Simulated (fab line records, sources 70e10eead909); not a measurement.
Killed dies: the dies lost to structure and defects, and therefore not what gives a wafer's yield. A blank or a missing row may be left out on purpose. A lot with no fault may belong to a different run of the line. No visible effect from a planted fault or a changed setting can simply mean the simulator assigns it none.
Chamber matching	flow nand harc	NHARC_A_CONTACT_ALD_18 on ald metal-04 has 4 sister chambers
The step deposits TiN, target thk 3 nm, pulse time 1 s, ald cycles 150. 4 wafers are shown with their chamber, then 10 later ones without.

## WAFERS, EACH WITH ITS CHAMBER
wafer	chamber	heater power w (W)
L082.2	3	970
L085.2	0	1049
L088.3	2	905
L088.5	1	993

## WAFERS WITHOUT THEIR CHAMBER
wafer	heater power w (W)
L088.6	897
L089.1	875
L089.3	988
L089.6	874
L090.1	910
L090.2	1056
L090.6	1033
L092.2	981
L092.4	1025
L092.5	966

## CHAMBER TAKEN BY EACH
wafer	from the rows above	in truth
L088.6	2	2
L089.1	2	2
L089.3	can't be placed: 1 or 3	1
L089.6	2	2
L090.1	2	2
L090.2	0	0
L090.6	can't be placed: 0 or 1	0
L092.2	can't be placed: 3 or 1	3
L092.4	can't be placed: 0 or 1 or 3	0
L092.5	can't be placed: 3 or 1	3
5 of 10 placed correctly. From these rows, 5 cannot be placed; in 5 the true chamber is one of the candidates. Wrongly placed: 0.
How it was worked out, from the rows above alone: a wafer's distance from a chamber is the root of the sum, over the readings, of the square of ((its reading less the chamber's mean) divided by the reading's scatter). The wafer belongs to the nearest chamber; if the next one is less than 2 further off, it can't be placed. For every chamber, the mean is computed from those of its wafers that are shown. The scatter: root of mean squared gap, hidden wafer to nearest shown wafer, with one shown wafer a chamber.
